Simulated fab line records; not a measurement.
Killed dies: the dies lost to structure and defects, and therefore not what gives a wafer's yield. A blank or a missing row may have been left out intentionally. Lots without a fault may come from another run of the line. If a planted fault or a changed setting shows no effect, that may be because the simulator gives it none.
Split-lot trial :: flow n5Finfet :: route with 1938 steps; 7 lots, 39 wafers read

## SPLIT DETAILS
At N5_BEOL_M9_VIA_ETCH_34 (etches SiCOH lowk in C4F6/O2, target depth 182.4 nm, time 68.4 s), the setting targetDepthA was moved away from the recipe's 1824 angstrom on 12 of the 39 wafers read, by -26.6% to +50.7%. For the rest of the wafers, this setting stayed at what the recipe calls for.

The reading is taken at the split's own step.

## THE READING
SOC_of_BEOL_M9_COAT_63.thkNm (the simulator's own value, which no gauge read), in nm, at N5_BEOL_M9_VIA_ETCH_34 (etches SiCOH lowk in C4F6/O2, target depth 182.4 nm, time 68.4 s). No usual value for it is given in the file. The 27 wafers here that ran the recipe average 51.1 nm, standard deviation 0.29 nm.

wafer: L079.1
tool, chamber at the split: rieDiel-03, 2
targetDepthA as run, angstrom: 2466
against the recipe: +35.2%
SOC_of_BEOL_M9_COAT_63.thkNm, nm: 47.8
against lot-mates on the recipe: -3.2

wafer: L079.2
tool, chamber at the split: rieDiel-03, 3
targetDepthA as run, angstrom: 1824
against the recipe: recipe
SOC_of_BEOL_M9_COAT_63.thkNm, nm: 51.2
against lot-mates on the recipe: -

wafer: L079.3
tool, chamber at the split: rieDiel-03, 1
targetDepthA as run, angstrom: 1824
against the recipe: recipe
SOC_of_BEOL_M9_COAT_63.thkNm, nm: 50.6
against lot-mates on the recipe: -

wafer: L079.4
tool, chamber at the split: rieDiel-03, 1
targetDepthA as run, angstrom: 2466
against the recipe: +35.2%
SOC_of_BEOL_M9_COAT_63.thkNm, nm: 47.4
against lot-mates on the recipe: -3.6

wafer: L079.5
tool, chamber at the split: rieDiel-03, 2
targetDepthA as run, angstrom: 2466
against the recipe: +35.2%
SOC_of_BEOL_M9_COAT_63.thkNm, nm: 47.6
against lot-mates on the recipe: -3.4

wafer: L079.6
tool, chamber at the split: rieDiel-03, 3
targetDepthA as run, angstrom: 1824
against the recipe: recipe
SOC_of_BEOL_M9_COAT_63.thkNm, nm: 51.2
against lot-mates on the recipe: -

wafer: L080.1
tool, chamber at the split: rieDiel-04, 1
targetDepthA as run, angstrom: 1824
against the recipe: recipe
SOC_of_BEOL_M9_COAT_63.thkNm, nm: 51.4
against lot-mates on the recipe: -

wafer: L080.2
tool, chamber at the split: rieDiel-04, 3,1
targetDepthA as run, angstrom: 1824
against the recipe: recipe
SOC_of_BEOL_M9_COAT_63.thkNm, nm: 51.2
against lot-mates on the recipe: -

wafer: L080.5
tool, chamber at the split: rieDiel-04, 3,1
targetDepthA as run, angstrom: 1824
against the recipe: recipe
SOC_of_BEOL_M9_COAT_63.thkNm, nm: 51.2
against lot-mates on the recipe: -

wafer: L080.3
tool, chamber at the split: rieDiel-04, 0
targetDepthA as run, angstrom: 1824
against the recipe: recipe
SOC_of_BEOL_M9_COAT_63.thkNm, nm: 51.4
against lot-mates on the recipe: -

wafer: L080.4
tool, chamber at the split: rieDiel-04, 0
targetDepthA as run, angstrom: 1824
against the recipe: recipe
SOC_of_BEOL_M9_COAT_63.thkNm, nm: 51.4
against lot-mates on the recipe: -

wafer: L080.6
tool, chamber at the split: rieDiel-04, 3
targetDepthA as run, angstrom: 1824
against the recipe: recipe
SOC_of_BEOL_M9_COAT_63.thkNm, nm: 51.2
against lot-mates on the recipe: -

wafer: L081.1
tool, chamber at the split: rieDiel-04, 3
targetDepthA as run, angstrom: 1824
against the recipe: recipe
SOC_of_BEOL_M9_COAT_63.thkNm, nm: 50.6
against lot-mates on the recipe: -

wafer: L081.3
tool, chamber at the split: rieDiel-04, 0
targetDepthA as run, angstrom: 1824
against the recipe: recipe
SOC_of_BEOL_M9_COAT_63.thkNm, nm: 50.8
against lot-mates on the recipe: -

wafer: L081.6
tool, chamber at the split: rieDiel-04, 0
targetDepthA as run, angstrom: 1824
against the recipe: recipe
SOC_of_BEOL_M9_COAT_63.thkNm, nm: 51
against lot-mates on the recipe: -

wafer: L085.1
tool, chamber at the split: rieDiel-04, 0
targetDepthA as run, angstrom: 2748
against the recipe: +50.7%
SOC_of_BEOL_M9_COAT_63.thkNm, nm: 46.6
against lot-mates on the recipe: -4.6

wafer: L085.2
tool, chamber at the split: rieDiel-04, 1
targetDepthA as run, angstrom: 1824
against the recipe: recipe
SOC_of_BEOL_M9_COAT_63.thkNm, nm: 51.2
against lot-mates on the recipe: -

wafer: L085.3
tool, chamber at the split: rieDiel-04, 3
targetDepthA as run, angstrom: 2748
against the recipe: +50.7%
SOC_of_BEOL_M9_COAT_63.thkNm, nm: 46.8
against lot-mates on the recipe: -4.4

wafer: L085.4
tool, chamber at the split: rieDiel-04, 2
targetDepthA as run, angstrom: 1824
against the recipe: recipe
SOC_of_BEOL_M9_COAT_63.thkNm, nm: 51.2
against lot-mates on the recipe: -

wafer: L085.5
tool, chamber at the split: rieDiel-04, 2
targetDepthA as run, angstrom: 2748
against the recipe: +50.7%
SOC_of_BEOL_M9_COAT_63.thkNm, nm: 46.6
against lot-mates on the recipe: -4.6

wafer: L085.6
tool, chamber at the split: rieDiel-04, 1
targetDepthA as run, angstrom: 1824
against the recipe: recipe
SOC_of_BEOL_M9_COAT_63.thkNm, nm: 51.2
against lot-mates on the recipe: -

wafer: L092.1
tool, chamber at the split: rieDiel-04, 1
targetDepthA as run, angstrom: 1824
against the recipe: recipe
SOC_of_BEOL_M9_COAT_63.thkNm, nm: 51
against lot-mates on the recipe: -

wafer: L092.2
tool, chamber at the split: rieDiel-04, 3
targetDepthA as run, angstrom: 1824
against the recipe: recipe
SOC_of_BEOL_M9_COAT_63.thkNm, nm: 50.6
against lot-mates on the recipe: -

wafer: L092.3
tool, chamber at the split: rieDiel-04, 2
targetDepthA as run, angstrom: 1824
against the recipe: recipe
SOC_of_BEOL_M9_COAT_63.thkNm, nm: 51
against lot-mates on the recipe: -

wafer: L092.4
tool, chamber at the split: rieDiel-04, 2
targetDepthA as run, angstrom: 1824
against the recipe: recipe
SOC_of_BEOL_M9_COAT_63.thkNm, nm: 51
against lot-mates on the recipe: -

wafer: L092.5
tool, chamber at the split: rieDiel-04, 1
targetDepthA as run, angstrom: 1824
against the recipe: recipe
SOC_of_BEOL_M9_COAT_63.thkNm, nm: 51
against lot-mates on the recipe: -

wafer: L092.6
tool, chamber at the split: rieDiel-04, 3
targetDepthA as run, angstrom: 1824
against the recipe: recipe
SOC_of_BEOL_M9_COAT_63.thkNm, nm: 51.2
against lot-mates on the recipe: -

wafer: L093.1
tool, chamber at the split: rieDiel-04, 1
targetDepthA as run, angstrom: 1824
against the recipe: recipe
SOC_of_BEOL_M9_COAT_63.thkNm, nm: 50.8
against lot-mates on the recipe: -

wafer: L093.2
tool, chamber at the split: rieDiel-04, 0
targetDepthA as run, angstrom: 1490
against the recipe: -18.3%
SOC_of_BEOL_M9_COAT_63.thkNm, nm: 52.2
against lot-mates on the recipe: +1.5

wafer: L093.3
tool, chamber at the split: rieDiel-04, 2
targetDepthA as run, angstrom: 1490
against the recipe: -18.3%
SOC_of_BEOL_M9_COAT_63.thkNm, nm: 52.4
against lot-mates on the recipe: +1.7

wafer: L093.4
tool, chamber at the split: rieDiel-04, 3
targetDepthA as run, angstrom: 1490
against the recipe: -18.3%
SOC_of_BEOL_M9_COAT_63.thkNm, nm: 52.4
against lot-mates on the recipe: +1.7

wafer: L093.5
tool, chamber at the split: rieDiel-04, 3
targetDepthA as run, angstrom: 1824
against the recipe: recipe
SOC_of_BEOL_M9_COAT_63.thkNm, nm: 50.8
against lot-mates on the recipe: -

wafer: L093.6
tool, chamber at the split: rieDiel-04, 2
targetDepthA as run, angstrom: 1824
against the recipe: recipe
SOC_of_BEOL_M9_COAT_63.thkNm, nm: 50.6
against lot-mates on the recipe: -

wafer: L095.1
tool, chamber at the split: rieDiel-02, 3
targetDepthA as run, angstrom: 1338
against the recipe: -26.6%
SOC_of_BEOL_M9_COAT_63.thkNm, nm: 53.4
against lot-mates on the recipe: +2.1

wafer: L095.2
tool, chamber at the split: rieDiel-02, 0
targetDepthA as run, angstrom: 1338
against the recipe: -26.6%
SOC_of_BEOL_M9_COAT_63.thkNm, nm: 53.6
against lot-mates on the recipe: +2.3

wafer: L095.3
tool, chamber at the split: rieDiel-02, 2
targetDepthA as run, angstrom: 1824
against the recipe: recipe
SOC_of_BEOL_M9_COAT_63.thkNm, nm: 51.6
against lot-mates on the recipe: -

wafer: L095.4
tool, chamber at the split: rieDiel-02, 1
targetDepthA as run, angstrom: 1824
against the recipe: recipe
SOC_of_BEOL_M9_COAT_63.thkNm, nm: 51.6
against lot-mates on the recipe: -

wafer: L095.5
tool, chamber at the split: rieDiel-02, 2
targetDepthA as run, angstrom: 1338
against the recipe: -26.6%
SOC_of_BEOL_M9_COAT_63.thkNm, nm: 54
against lot-mates on the recipe: +2.7

wafer: L095.6
tool, chamber at the split: rieDiel-02, 3
targetDepthA as run, angstrom: 1824
against the recipe: recipe
SOC_of_BEOL_M9_COAT_63.thkNm, nm: 50.8
against lot-mates on the recipe: -
When a row names more than one chamber, that row covers several wafers, and the file does not tell which wafer ran in which chamber.

THE FIT
A straight line over all 39 wafers: SOC_of_BEOL_M9_COAT_63.thkNm changes by -0.09 nm for each +1% of targetDepthA; r = -0.99; the points scatter about the line by 0.3 nm.
The same after taking each lot's own level away (the mean of its wafers on the recipe; 39 wafers): -0.0907 nm for each +1%; r = -0.99; scatter 0.2 nm.
The reading moves by 4.6 nm for the largest change in targetDepthA, on that fit.
Across the lots, their own levels run from 50.73 to 51.33 nm, a range of 2.1 times the standard deviation given above.
The two slopes are in agreement: the lot-to-lot level therefore moves the slope only a little.
Check: with one of the wafers moved furthest among these (+50.7%) left out of the fit, the line predicts -4.62 nm for it against its lot-mates. Against them it came out at -4.6 nm.

## OTHER SPLITS APPLIED TO THESE WAFERS
Other splits were also applied to these wafers ahead of the reading. Each is held against what the fit with the lots' levels taken away leaves over:
other split on the same wafers: N5_FIN_SAQP_ALD_61 aldCycles
wafers away from the commonest value: 15
r with SOC_of_BEOL_M9_COAT_63.thkNm (lot level and that fit taken away): +0.05

other split on the same wafers: N5_MOL_CONTACT_COAG_DESCUM_45 timeS
wafers away from the commonest value: 15
r with SOC_of_BEOL_M9_COAT_63.thkNm (lot level and that fit taken away): +0.15

other split on the same wafers: N5_MOL_CONTACT_COAG_VIA_ETCH_117 targetDepthA
wafers away from the commonest value: 9
r with SOC_of_BEOL_M9_COAT_63.thkNm (lot level and that fit taken away): -0.12

other split on the same wafers: N5_BEOL_M2_DESCUM_16 timeS
wafers away from the commonest value: 18
r with SOC_of_BEOL_M9_COAT_63.thkNm (lot level and that fit taken away): -0.07

other split on the same wafers: N5_BEOL_M3_DESCUM_33 timeS
wafers away from the commonest value: 18
r with SOC_of_BEOL_M9_COAT_63.thkNm (lot level and that fit taken away): +0.00

other split on the same wafers: N5_BEOL_M7_DEP_56 targetThkA
wafers away from the commonest value: 9
r with SOC_of_BEOL_M9_COAT_63.thkNm (lot level and that fit taken away): +0.16

## THE WHOLE CHAIN: every reading that the file lists as answering this split, in the file's order
step: N5_BEOL_M9_VIA_ETCH_34
what it does: etches SiCOH lowk in C4F6/O2, target depth 182.4 nm, time 68.4 s
reading: etch.depthNm (the simulator's own value, which no gauge read)
change (the file's fit): +1.83 nm for each +1% of the setting
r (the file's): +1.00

step: N5_BEOL_M9_VIA_ETCH_34
what it does: etches SiCOH lowk in C4F6/O2, target depth 182.4 nm, time 68.4 s
reading: SOC_of_BEOL_M9_COAT_63.thkNm (the simulator's own value, which no gauge read)
change (the file's fit): -0.0909 nm for each +1% of the setting
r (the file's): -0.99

## THE FILE'S OWN FIT
SOC_of_BEOL_M9_COAT_63.thkNm changes by -0.0909 nm for each +1% of targetDepthA, r = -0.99.
